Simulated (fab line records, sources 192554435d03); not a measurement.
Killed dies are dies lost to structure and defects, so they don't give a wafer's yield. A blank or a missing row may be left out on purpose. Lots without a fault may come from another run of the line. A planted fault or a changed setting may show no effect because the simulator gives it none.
fab line records | flow n5_finfet
record lots=6 wafers=17 last_day=16
route steps=1938 shown BEOL_M13@1693 PASSIVATION@1936
lots that met no fault: from a run of the same line without faults
start_h: hours from the record's first day to the start of the lot's first wafer shown | wait_h: hours since the lot's step before | " the same as in the row above | L1.1+2: a row that stands for several wafers | - no value, or no start given | * or withheld: withheld | < > ~ a bound
route shown NAME@n: a module of which the file shows steps, and the number in the route of the first | usual: mean/standard deviation of fault-free wafers | same: alike in all rows | chamber/n: place in a boat | sites: the reading at each site | _std_site: their standard deviation | _edge_site: outer sites' mean less inner sites' | radius_mm: how far each site lies from the wafer's centre | mask NAME#n: copy n | behind: the tool/chamber that last shaped the wafer | hold: why the lot was held/for how many hours/how that ended | device: the transistor (n, p or np) that didn't switch | end of line: the same wafers' tests at the end of the route | a step without rows: its recipe alone | killed: dies lost to structure and defects at the first sort, not the wafer's yield | map: a wafer's dies, x killed, . not, _ none there
set.NAME: the setting as run; set.NAME@STEP: as run at that earlier step | model.NAME: the simulator's own value behind a step, which no gauge read
lots at some steps of the route; a table a step, a row a wafer
services: from which hour (start_h, from the record's first day; less than 0 if before it) a tool's chamber was out of use, for how many hours, and why
## steps
# step N5_BEOL_M13_ETCH_67
# recipe chemistry=CF4 target=SiARC target_depth_a=1430 time_s=238.3 ion_energy_ev=80 pressure_mtorr=40 source_w=545 bias_w=36 Ar_flow_sccm=100 cf4_flow_sccm=100 ends=cleared
# usual cf4_flow_sccm=100.0/0.36 drypump_motor_current_A=5.8/0.51 etch_rf_on_time_s=236/5.5 oes_product_au=0.67/0.06 rf_vpp_V=183.9/0.96 showerhead_plenum_p_Torr=2.12/0.046 throttle_valve_pct=15.56/0.22
# columns lot.wafer tool chamber start_h wait_h cf4_flow_sccm drypump_motor_current_A etch_rf_on_time_s oes_product_au rf_hours_counter_h rf_vpp_V showerhead_plenum_p_Torr throttle_valve_pct
L983.1 rie_diel-05 1 234.11 0.0 100.0 5.6 236 0.63 179 186.1 2.20 15.47
L983.5 " 3 " " 100.1 6.4 236 0.69 - 183.3 2.10 15.82
L983.6 " 2 " " 99.7 5.9 228 0.69 - 183.8 2.16 15.45
L985.1 rie_diel-02 0 238.30 0.0 99.4 5.4 226 0.75 65 183.9 2.08 15.06
L985.2 " 1 " " 99.9 5.7 234 0.68 109 184.4 2.07 15.48
L985.5 " 2 " " 100.4 6.4 244 0.59 - 183.8 2.13 15.80
L992.3 rie_diel-03 2 291.84 0.0 100.6 5.7 233 0.84 2 184.3 2.20 15.27
L992.4 " 0 " " 100.4 5.3 233 0.69 113 182.3 2.07 15.53
L991.2 rie_diel-03 0 292.67 0.0 100.1 5.3 234 0.69 114 183.8 2.07 15.54
L991.4 " 2 " " 99.9 5.7 235 0.82 2 184.6 2.20 15.30
L991.6 " 1 " " 99.4 4.8 232 0.73 - 184.4 2.18 15.48
L997.1 rie_diel-03 1 324.33 0.0 99.7 4.8 231 0.72 60 185.9 2.17 15.49
L997.3 " 2 " " 100.3 5.7 238 0.78 13 184.0 2.19 15.31
L997.5 " 2 " " 100.1 5.7 239 0.79 - 185.8 2.19 15.31
L103.3 rie_diel-05 3 356.99 0.0 99.9 6.4 238 0.65 141 184.1 2.08 15.92
L103.5 " 1 " " 100.0 5.7 241 0.59 - 184.7 2.19 15.54
L103.6 " 3 " " 99.4 6.4 238 0.66 - 184.4 2.08 15.90
# step N5_BEOL_M13_ETCH_68
# recipe chemistry=N2/H2 target=SOC mask_material=SiARC source_w=3000 bias_w=350 temp_c=40 time_s=355 ion_energy_ev=200 pressure_mtorr=30 n2_flow_sccm=200 h2_flow_sccm=200
# step N5_BEOL_M13_STRIP_69
# recipe chemistry=N2/H2 temp_c=40 n2_flow_sccm=200 h2_flow_sccm=200 rf_frequency_hz=6e+07
# step N5_BEOL_M13_TRENCH_ETCH_34
# recipe chemistry=C4F8/O2/Ar target=SiOC target_depth_a=4134.7 mask_material=SOC pressure_mtorr=30 source_w=3000 bias_w=700 Ar_flow_sccm=400 C4F8_flow_sccm=15 O2_flow_sccm=8 he_inner_torr=15 he_outer_torr=30 time_s=162.6 ion_energy_ev=250
# usual drypump_motor_current_A=5.8/0.51 oes_product_au=0.78/0.069 rf_vpp_V=664.5/2.4 showerhead_plenum_p_Torr=3.38/0.062 throttle_valve_pct=24.11/0.25
# same time_s=162.6
# columns lot.wafer tool chamber start_h wait_h drypump_motor_current_A oes_product_au rf_hours_counter_h rf_vpp_V showerhead_plenum_p_Torr throttle_valve_pct
L983.1 rie_diel-05 1 234.48 0.0 5.7 0.72 179 668.7 3.50 23.86
L983.5 " 3 " " 6.4 0.79 - 661.4 3.35 24.58
L983.6 " 2 " " 5.9 0.79 - 666.4 3.42 23.89
L985.1 rie_diel-02 0 238.66 0.0 5.4 0.87 65 663.1 3.35 23.74
L985.2 " 1 " " 5.7 0.78 109 662.0 3.31 24.13
L985.5 " 2 " " 6.5 0.70 - 664.9 3.40 24.33
L992.3 rie_diel-03 2 292.20 0.0 5.7 0.97 2 667.0 3.49 23.85
L992.4 " 0 " " 5.3 0.79 114 662.9 3.31 24.19
L991.2 rie_diel-03 0 293.04 0.0 5.3 0.78 114 661.8 3.31 24.19
L991.4 " 2 " " 5.7 0.96 2 666.7 3.49 23.85
L991.6 " 1 " " 4.8 0.86 - 667.5 3.47 24.03
L997.1 rie_diel-03 1 324.69 0.0 4.8 0.85 61 667.4 3.46 24.03
L997.3 " 2 " " 5.8 0.91 13 666.7 3.48 23.85
L997.5 " 2 " " 5.8 0.92 - 667.9 3.48 23.85
L103.3 rie_diel-05 3 357.35 0.0 6.4 0.76 141 661.5 3.32 24.63
L103.5 " 1 " " 5.7 0.70 - 669.7 3.47 23.93
L103.6 " 3 " " 6.4 0.77 - 661.7 3.33 24.63
# step N5_BEOL_M13_STRIP_70
# recipe chemistry=C4F8/O2/Ar resist=SiARC rf_frequency_hz=6e+07
# step N5_BEOL_M13_OCD_MEAS_35
# usual trench_depth_nm=412/7.5
# columns lot.wafer tool chamber start_h wait_h trench_depth_nm
L983.1 ocd-02 - 234.65 0.0 407
L983.5 " - " " 409
L983.6 " - " " 411
L985.1 ocd-02 - 238.84 0.0 422
L985.2 " - " " 405
L985.5 " - " " 401
L992.3 ocd-02 - 292.38 0.0 420
L992.4 " - " " 404
L991.2 ocd-02 - 293.22 0.0 406
L991.4 " - " " 414
L991.6 " - " " 427
L997.1 ocd-02 - 324.87 0.0 427
L997.3 " - " " 412
L997.5 " - " " 412
L103.3 ocd-01 - 357.53 0.0 414
L103.5 " - " " 409
L103.6 " - " " 414
# step N5_BEOL_M13_STRIP_37
# recipe chemistry=N2/H2 power_w=1000 temp_c=250 h2_frac=0.65 overash_fraction=0.3 pressure_mtorr=withheld n2_flow_sccm=1750 h2_flow_sccm=3250
# usual drypump_motor_current_A=5.7/0.38 h2_flow_sccm=3251/10 heater_power_w=354/38 oes_product_au=0.784/0.01
# columns lot.wafer tool chamber start_h wait_h drypump_motor_current_A h2_flow_sccm heater_power_w oes_product_au rf_hours_counter_h
L983.1 plasma_asher-02 1 234.69 0.0 5.9 3253 324 0.772 76
L983.5 " 1 " " 5.8 3242 328 0.777 -
L983.6 " 0 " " 5.4 3242 404 0.786 -
L985.1 plasma_asher-01 0 238.88 0.0 6.1 3262 322 0.766 107
L985.2 " 1 " " 5.2 3244 374 0.779 107
L985.5 " 1 " " 5.2 3249 374 0.792 -
L992.3 plasma_asher-01 1 292.44 0.1 5.2 3254 382 0.781 -
L992.4 " 0 " " 6.1 3256 304 0.793 -
L991.2 plasma_asher-01 0 293.25 0.0 6.1 3234 313 0.774 117
L991.4 " 0 " " 6.1 3236 319 0.795 -
L991.6 " 0 " " 6.1 3244 317 0.784 -
L997.1 plasma_asher-02 0 324.91 0.0 5.4 3255 403 0.785 95
L997.3 " 1 " " 5.9 3240 338 0.778 -
L997.5 " 1 " " 5.9 3246 318 0.790 -
L103.3 plasma_asher-02 1 357.59 0.1 5.8 3251 323 0.778 -
L103.5 " 1 " " 5.8 3250 334 0.775 -
L103.6 " 0 " " 5.4 3246 405 0.775 -
# step N5_BEOL_M13_ETCH_38
# recipe chemistry=CF4/N2 target=SiCN target_depth_a=675 taper_deg=2 time_s=71.9 ion_energy_ev=150 mask_material=SiO2 pressure_mtorr=40 source_w=430 bias_w=70 Ar_flow_sccm=100 cf4_flow_sccm=60 n2_flow_sccm=60
# usual cf4_flow_sccm=60.00/0.16 drypump_motor_current_A=5.8/0.48 oes_product_au=0.78/0.073 rf_vpp_V=381.8/1.5 showerhead_plenum_p_Torr=2.18/0.043 throttle_valve_pct=15.40/0.24
# same time_s=71.9
# columns lot.wafer tool chamber start_h wait_h cf4_flow_sccm drypump_motor_current_A oes_product_au rf_hours_counter_h rf_vpp_V showerhead_plenum_p_Torr throttle_valve_pct
L983.1 rie_diel-02 2 234.94 - 60.11 6.4 0.70 179 381.9 2.19 15.62
L983.5 " 2 " " 60.02 6.4 0.70 - 382.2 2.19 15.60
L983.6 " 3 " " 60.10 5.4 0.72 - 381.6 2.17 15.59
L985.1 rie_diel-05 2 244.39 - 59.84 5.9 0.81 120 382.9 2.21 15.25
L985.2 " 1 " " 59.98 5.6 0.72 182 385.2 2.27 15.29
L985.5 " 0 " " 60.22 5.8 0.70 - 381.5 2.18 15.56
L992.3 rie_diel-02 1 292.84 - 59.80 5.7 0.77 122 380.9 2.12 15.34
L992.4 " 2 " " 59.86 6.4 0.68 195 381.9 2.18 15.66
L991.2 rie_diel-03 2 293.41 - 59.97 5.7 0.97 2 385.1 2.26 15.09
L991.4 " 1 " " 60.04 4.8 0.86 52 383.7 2.24 15.31
L991.6 " 1 " " 59.84 4.8 0.85 - 384.2 2.24 15.31
L997.1 rie_diel-05 1 325.50 - 60.24 5.7 0.70 211 383.9 2.26 15.35
L997.3 " 0 " " 60.15 5.8 0.92 10 382.4 2.17 15.07
L997.5 " 3 " " 59.84 6.4 0.77 - 380.9 2.15 15.74
L103.3 rie_diel-03 2 360.90 - 60.18 5.7 0.89 25 383.2 2.25 15.13
L103.5 " 0 " " 59.97 5.3 0.79 - 380.0 2.13 15.43
L103.6 " 3 " " 59.79 6.6 0.77 - 383.3 2.20 15.29
# step N5_BEOL_M13_PRECLEAN_39
# recipe chemistry=residue_remover time_s=60 temp_c=40
# step N5_BEOL_M13_SRD_40
# recipe time_s=30 temp_c=23 rinse_liquid=diw dry=n2_spin spin_rpm=1500 dry_time_s=30
# step N5_BEOL_M13_DEGAS_41
# recipe ambient=vacuum temp_c=250 time_s=60
# step N5_BEOL_M13_PRE_CLEAN_42
# recipe gas=H2/He time_s=30 temp_c=250
# step N5_BEOL_M13_SPUTTER_43
# recipe material=TaN target_thk_a=150 temp_c=50 bias_v=168.6 power_w=15000 chamber_pressure_pa=0.12 time_s=24.19
# usual bias_v=168.5/1.7 chamber_pressure_pa=0.12/0.00024 throttle_valve_pct=29.8/1.2
# columns lot.wafer tool chamber start_h wait_h bias_v chamber_pressure_pa throttle_valve_pct model.TaN_of_BEOL_M13_SPUTTER_43.thk_nm
L983.1 pvd_sputter-02 - 235.21 0.0 166.0 0.11972 27.7 14.8
L983.5 " - " " 168.2 0.12054 30.6 14.8
L983.6 " - " " 167.6 0.11969 28.9 15
L985.1 pvd_sputter-01 - 245.36 0.0 167.0 0.12 29.2 15.2
L985.2 " - " " 167.7 0.12018 30.7 15.4
L985.5 " - " " 170.0 0.12009 29.3 15.2
L992.3 pvd_sputter-01 - 293.53 0.0 168.7 0.12027 29.1 15.2
L992.4 " - " " 169.8 0.12017 31.0 10.8
L991.2 pvd_sputter-01 - 294.09 0.0 166.5 0.11999 30.4 15.2
L991.4 " - " " 168.6 0.1196 30.9 10.8
L991.6 " - " " 168.2 0.11997 28.9 14.8
L997.1 pvd_sputter-02 - 325.99 0.0 168.6 0.11991 29.3 15
L997.3 " - " " 166.2 0.11998 32.3 15
L997.5 " - " " 169.2 0.11943 29.0 15
L103.3 pvd_sputter-02 - 361.57 0.0 166.2 0.12022 30.7 15
L103.5 " - " " 167.5 0.12031 29.2 15
L103.6 " - " " 166.9 0.11984 30.6 14.8
# step N5_BEOL_M13_SPUTTER_44
# recipe material=Ta target_thk_a=100 temp_c=50 bias_v=80 power_w=15000 chamber_pressure_pa=0.07 time_s=16.13
# usual bias_v=80.0/0.75 chamber_pressure_pa=0.07002/0.00013 throttle_valve_pct=29.8/1.2
# same time_s=16.13
# columns lot.wafer tool chamber start_h wait_h bias_v chamber_pressure_pa throttle_valve_pct
L983.1 pvd_sputter-02 - 235.29 0.0 79.3 0.06992 27.6
L983.5 " - " " 79.3 0.07014 30.7
L983.6 " - " " 80.0 0.0699 29.3
L985.1 pvd_sputter-01 - 245.44 0.0 79.9 0.06999 29.2
L985.2 " - " " 79.2 0.06993 30.6
L985.5 " - " " 79.7 0.06984 29.5
L992.3 pvd_sputter-01 - 293.61 0.0 79.7 0.0699 29.3
L992.4 " - " " 80.8 0.07017 30.8
L991.2 pvd_sputter-01 - 294.17 0.0 81.0 0.07003 30.8
L991.4 " - " " 80.8 0.06989 31.1
L991.6 " - " " 81.1 0.07004 29.2
L997.1 pvd_sputter-02 - 326.07 0.0 79.2 0.06991 29.1
L997.3 " - " " 79.6 0.07014 32.4
L997.5 " - " " 79.3 0.0698 29.3
L103.3 pvd_sputter-02 - 361.65 0.0 79.7 0.06991 30.6
L103.5 " - " " 80.3 0.07012 29.0
L103.6 " - " " 81.0 0.07011 30.6
# step N5_BEOL_M13_SPUTTER_45
# recipe material=Cu target_thk_a=800 temp_c=-20 bias_v=60 power_w=26000 chamber_pressure_pa=0.13 time_s=13.33
# step N5_BEOL_M13_ECD_47
# recipe material=Cu target_thk_a=9360
# step N5_BEOL_M13_ANNEAL_48
# recipe temp_c=225 time_s=90 ambient=N2
# step N5_BEOL_M13_CMP_49
# recipe stop_on=SiOC t_overpolish_s=17.1 down_force_psi=1 platen_rpm=50 clearing_platen_down_force_psi=1.5 clearing_platen_rpm=50 post_cmp_clean=cu_alkaline target_thk_nm=420 clearing_platen_pad_velocity_m_s=0.99484 pad_velocity_m_s=0.99484
# usual barrier_field_endpoint_s=30.6/1 motor_current_A=6.4/0.55
# columns lot.wafer tool chamber start_h wait_h barrier_field_endpoint_s motor_current_A
L983.1 cmp-03 1 235.99 0.3 29.8 5.8
L983.5 " 0 " " 30.0 6.6
L983.6 " 1 " " 29.9 5.8
L985.1 cmp-02 0 246.10 0.3 29.2 6.7
L985.2 " 1 " " 32.0 6.0
L985.5 " 0 " " 29.8 6.9
L992.4 cmp-02 0 294.26 0.1 25.1 6.4
L992.3 " 3 " " 32.0 6.0
L991.4 cmp-03 2 295.12 0.2 25.2 6.0
L991.2 " 3 " " 31.0 7.0
L991.6 " 2 " " 30.5 6.0
L997.1 cmp-04 1 326.96 0.3 28.9 6.5
L997.3 " 0 " " 29.6 5.6
L997.5 " 1 " " 28.7 5.9
L103.3 cmp-03 2 362.44 0.3 31.2 5.8
L103.5 " 3 " " 30.8 6.7
L103.6 " 0 " " 30.4 6.0
# step N5_BEOL_M13_THK_MEAS_50
# recipe thk_meas_gauge=xrf reads=Cu_of_BEOL_M13_ECD_47
# usual M13_THK=427/9.1
# columns lot.wafer tool chamber start_h wait_h M13_THK[nm]
L983.1 film_metro-02 - 236.24 - 420
L983.5 " - " " 422
L983.6 " - " " 424
L985.1 film_metro-01 - 246.39 - 440
L985.2 " - " " 425
L985.5 " - " " 418
L992.3 film_metro-02 - 294.56 - 432
L992.4 " - " " 419
L991.2 film_metro-02 - 295.38 - 420
L991.4 " - " " 428
L991.6 " - " " 438
L997.1 film_metro-02 - 327.26 - 437
L997.3 " - " " 423
L997.5 " - " " 423
L103.3 film_metro-02 - 362.62 - 423
L103.5 " - " " 421
L103.6 " - " " 427
# step N5_PASSIVATION_PROBE_49
# usual defect_limited_yield=91.4/1.6 killed_at_M0_to_M3=35/10 killed_at_M4_up=12/4.7 killed_at_contacts=12/5.8 killed_at_front_end=38/12 killed_at_other=4/3.2 killed_dies=102/18 killed_open=68/14 killed_short=32/8 sort_bin_5_function=5.1/0.96 sort_bin_6_memory=3.2/0.77 sort_bin_8_speed=0.1/0.39 sort_n_pass=1078/20 sort_yield_pct=91.3/1.7
# same gross_dies=1180 killed_at_back_side=0 sort_bin_4_leakage[%]=0
# columns lot.wafer tool chamber start_h wait_h defect_limited_yield[%] killed_at_M0_to_M3 killed_at_M4_up killed_at_contacts killed_at_front_end killed_at_other killed_dies killed_open killed_short sort_bin_5_function[%] sort_bin_6_memory[%] sort_bin_8_speed[%] sort_n_pass sort_yield_pct[%]
L983.1 prober-01 - 264.07 0.0 90.9 43 8 8 41 7 107 76 30 5.4 3.3 0 1073 90.9
L983.5 prober-01 - 264.27 0.2 90.8 32 13 5 57 2 109 63 44 6.2 2.6 0 1071 90.8
L983.6 prober-01 - 264.32 0.3 91.2 30 5 3 62 4 104 67 33 4.8 3.8 0 1076 91.2
L991.2 prober-02 - 325.64 0.1 87.6 40 6 30 69 1 146 100 46 8.1 3.7 0 1034 87.6
L991.4 prober-02 - 325.74 0.2 92.1 33 11 7 38 4 93 62 31 4.7 2.9 0 1087 92.1
L991.6 prober-02 - 325.84 0.3 90.7 47 13 12 33 5 110 73 37 5.3 3.8 0 1070 90.7
L992.4 prober-01 - 325.78 0.2 91.7 40 14 2 36 6 98 69 27 5.0 3.0 0 1082 91.7
L103.5 prober-01 - 394.50 0.2 91.3 21 15 6 51 10 103 73 30 5.0 3.6 0 1077 91.3
# killed by level:class
L983.1 FIN_SAQP:geometric_particle:short=12 STI_FIN_REVEAL:geometric_particle:open=11 BEOL_M0_SAQP:geometric_particle:open=11 FIN_SAQP:geometric_particle:open=9 BEOL_M0_SAQP:geometric_particle:short=8 BEOL_M3:geometric_particle:open=8 BEOL_M1:geometric_particle:open=7 MOL_CONTACT_COAG:geometric_particle:open=7
L983.5 FIN_SAQP:geometric_particle:open=14 FIN_SAQP:geometric_particle:short=12 DUMMY_GATE:geometric_particle:open=8 BEOL_M0_SAQP:geometric_particle:open=8 BEOL_M0_SAQP:geometric_particle:short=8 STI_FIN_REVEAL:geometric_particle:open=7 BEOL_M1:geometric_particle:open=5 BEOL_M4:geometric_particle:open=5
L983.6 FIN_SAQP:geometric_particle:short=16 FIN_SAQP:geometric_particle:open=14 STI_FIN_REVEAL:geometric_particle:open=11 BEOL_M2:geometric_particle:open=10 DUMMY_GATE:geometric_particle:open=6 BEOL_M1:geometric_particle:open=6 BEOL_M0_SAQP:geometric_particle:short=5 BEOL_M0_SAQP:geometric_particle:open=5
L991.2 STI_FIN_REVEAL:geometric_particle:open=28 MOL_CONTACT_COAG:geometric_particle:open=26 BEOL_M0_SAQP:geometric_particle:short=12 FIN_SAQP:geometric_particle:short=10 FIN_SAQP:geometric_particle:open=9 BEOL_M0_SAQP:geometric_particle:open=9 BEOL_M3:geometric_particle:open=8 STI_FIN_REVEAL:geometric_particle:short=6
L991.4 STI_FIN_REVEAL:geometric_particle:open=14 BEOL_M0_SAQP:geometric_particle:short=10 BEOL_M3:geometric_particle:open=8 BEOL_M0_SAQP:geometric_particle:open=7 FIN_SAQP:geometric_particle:short=6 MOL_CONTACT_COAG:geometric_particle:open=6 BEOL_M2:geometric_particle:open=5 BEOL_M4:geometric_particle:open=4
L992.4 BEOL_M3:geometric_particle:open=10 BEOL_M2:geometric_particle:open=9 FIN_SAQP:geometric_particle:open=7 STI_FIN_REVEAL:geometric_particle:open=7 BEOL_M0_SAQP:geometric_particle:open=6 ILD0:geometric_particle:short=5 BEOL_M0:geometric_particle:open=5 BEOL_M2:geometric_particle:short=4
L991.6 BEOL_M0_SAQP:geometric_particle:open=16 BEOL_M0_SAQP:geometric_particle:short=15 STI_FIN_REVEAL:geometric_particle:open=13 MOL_CONTACT_COAG:geometric_particle:open=8 BEOL_M3:geometric_particle:open=8 STARTING-WAFER:geometric_particle:open=5 FIN_SAQP:geometric_particle:open=4 MOL_CONTACT_COAG:geometric_particle:short=4
L103.5 STI_FIN_REVEAL:geometric_particle:open=14 FIN_SAQP:geometric_particle:short=7 DUMMY_GATE:geometric_particle:open=7 MOL_CONTACT_COAG:geometric_particle:open=6 BEOL_M4:geometric_particle:open=6 BEOL_M3:geometric_particle:open=5 BEOL_M0_SAQP:geometric_particle:short=5 MIM_TOP:geometric_particle:open=5
## services
# columns tool chamber start_h hours kind
cmp-03 - 238.49 1.3 repair
cmp-02 - 239.66 0.5 repair
cmp-03 - 245.04 4.0 pm
cmp-03 - 249.04 - consumable_replace:conditioner
cmp-03 - 249.04 - consumable_replace:pad
rie_diel-02 - 249.58 2.8 pm
cmp-04 - 253.65 0.9 repair
plasma_asher-01 - 256.03 2.5 repair
rie_diel-03 2 261.75 - clean
rie_diel-03 2 261.75 - consumable_replace:focus_ring
rie_diel-03 2 261.75 24.2 scheduled_down
rie_diel-03 2 261.75 24.2 vent_cycle
cmp-02 - 267.38 1.9 repair
rie_diel-05 0 269.66 - clean
rie_diel-05 0 269.66 - consumable_replace:focus_ring
rie_diel-05 0 269.66 24.8 scheduled_down
rie_diel-05 0 269.66 24.8 vent_cycle
cmp-02 - 287.51 1.1 repair
cmp-02 - 289.55 2.3 repair
cmp-04 - 310.99 4.0 pm
cmp-04 - 314.99 - consumable_replace:conditioner
cmp-04 - 314.99 - consumable_replace:pad
pvd_sputter-01 - 346.24 2.4 repair
rie_diel-05 2 348.81 20.3 repair
## key
first_sign step=N5_BEOL_M13_CMP_49 reading=barrier_field_endpoint_s direction=down sigmas=5.3 usual=30.6 struck=25.2
effect none on later readings
model_effect step=N5_BEOL_M13_SPUTTER_43 value=TaN_of_BEOL_M13_SPUTTER_43.thk_nm without=15.2 struck=10.8
met_at N5_BEOL_M13_SPUTTER_43
struck_wafers L991.4,L992.4
onset_between 245.36 293.53
fault kind=process_parameter_drift tool=pvd_sputter-01 chamber=- onset_h=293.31 steps=N5_BEOL_M13_SPUTTER_43 channel=time_s offset=* shape=step end_h=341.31 scope=struck_wafers_only acts_in=* stated=*
